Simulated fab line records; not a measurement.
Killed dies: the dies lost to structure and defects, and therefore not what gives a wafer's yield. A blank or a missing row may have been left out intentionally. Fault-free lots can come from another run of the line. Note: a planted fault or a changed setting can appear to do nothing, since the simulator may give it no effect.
A struck lot beside a sound one -- flow nandHarc -- 16 out of 1302 route steps
Sound: the wafers L583.1, L583.2, L583.6. Struck: wafers L588.1, L588.5, L588.6. The cause is given at the end.
Order at every step that has rows: each side's tool, ch and its chambers, its first start. Under that, the readings that differ: sound wafers -- struck wafers -- difference of the means -- sigmas: that difference in standard deviations of wafers without a fault.
alike: a reading whose means differ by less than 2 such deviations, as well as words and numbers matching on both sides. not compared: withheld readings; readings where some wafer has no value; bounds like >300 that might hide an equal value; numbers whose values overlap and for which the record gives no deviation.
A row with sigmas, a row that says differs or no value, or rows on one side alone: a step with any of these is where the two part. Numbers that don't overlap but have no deviation are shown without sigmas and don't part them. A reading that every wafer of one side lacks parts them only if that side has two wafers or more.

NHARC_A_ONON_D2_THK_MEAS_05: measures by ellipsometry.
  sound: filmMetro-02 at day 13 22:25; struck: filmMetro-02 at day 15 03:50
reading,sound,struck,difference,sigmas
thkNm (nm),983 983 984,1008 1008 1010,+25,+3
then, 1 step without rows for these wafers: NHARC_A_ONON_D2_DEP_06 (target thk 1000 nm).
NHARC_A_ONON_D2_THK_MEAS_08: measures by ellipsometry.
  sound: filmMetro-02 at day 13 22:59; struck: filmMetro-02 at day 15 04:23
  alike: thkNm
then, 1 step without rows for these wafers: NHARC_A_ONON_D2_DEP_09 (target thk 1000 nm).
NHARC_A_ONON_D2_THK_MEAS_11: measures by ellipsometry.
  sound: filmMetro-02 at day 13 23:33; struck: filmMetro-02 at day 15 04:58
  alike: thkNm
then, 1 step without rows for these wafers: NHARC_A_ONON_D2_DEP_12 (target thk 1000 nm).
NHARC_A_ONON_D2_THK_MEAS_14: measures by ellipsometry.
  sound: filmMetro-02 at day 14 00:07; struck: filmMetro-01 at day 15 05:32
  alike: thkNm
then, 2 steps without rows for these wafers: NHARC_A_ONON_D2_ANNEAL_15 (time 3600 s); NHARC_A_ONON_D2_DEP_16 (target thk 1000 nm).
NHARC_A_ONON_D2_THK_MEAS_18: measures by ellipsometry.
  sound: filmMetro-01 at day 14 09:20; struck: filmMetro-01 at day 15 16:25
  alike: thkNm
then, 1 step without rows for these wafers: NHARC_A_ONON_D2_DEP_19 (target thk 1000 nm).
NHARC_A_ONON_D2_THK_MEAS_21: measures by ellipsometry.
  sound: filmMetro-02 at day 14 09:53; struck: filmMetro-01 at day 15 16:59
  alike: thkNm
NHARC_A_ONON_D2_DEP_22: target thk 1000 nm.
  sound on pecvdOnon-02 ch 0, day 14 09:57; struck on pecvdOnon-03 ch 0, day 15 17:02
  alike: susceptorTempC
NHARC_A_ONON_D2_THK_MEAS_24: measures by ellipsometry.
  sound: filmMetro-02 at day 14 10:28; struck: filmMetro-01 at day 15 17:33
reading,sound,struck,difference,sigmas
thkNm (nm),999 995 998,1450 1452 1452,+454,+53
then, 1 step without rows for these wafers: NHARC_A_ONON_D2_DEP_25 (target thk 1000 nm).
-- the record jumps here: 11 days lie between the struck wafers' starts before and after (it left off in module A_ONON_D2 and takes up again in module END, whose first step shown is number 1302 of the route) --
NHARC_END_SORT_01:
  sound on prober-02 ch 0, day 26 17:07; struck on prober-01 ch 0, day 27 02:39
reading,sound,struck,difference,sigmas
killedAtArray,60 73 79,673 673 673,+602,+33
killedAtPeriphery,10 8 7,1 3 2,-6,-2
killedDies,71 81 86,677 677 677,+598,+35
killedShort,0 0 0,3 3 6,+4,+2
  alike: killedAtOther, killedOpen

## WHERE THEY PART
At NHARC_A_ONON_D2_THK_MEAS_05 first; at NHARC_END_SORT_01 last (within this record only).

WHY: what had been put in by the simulator
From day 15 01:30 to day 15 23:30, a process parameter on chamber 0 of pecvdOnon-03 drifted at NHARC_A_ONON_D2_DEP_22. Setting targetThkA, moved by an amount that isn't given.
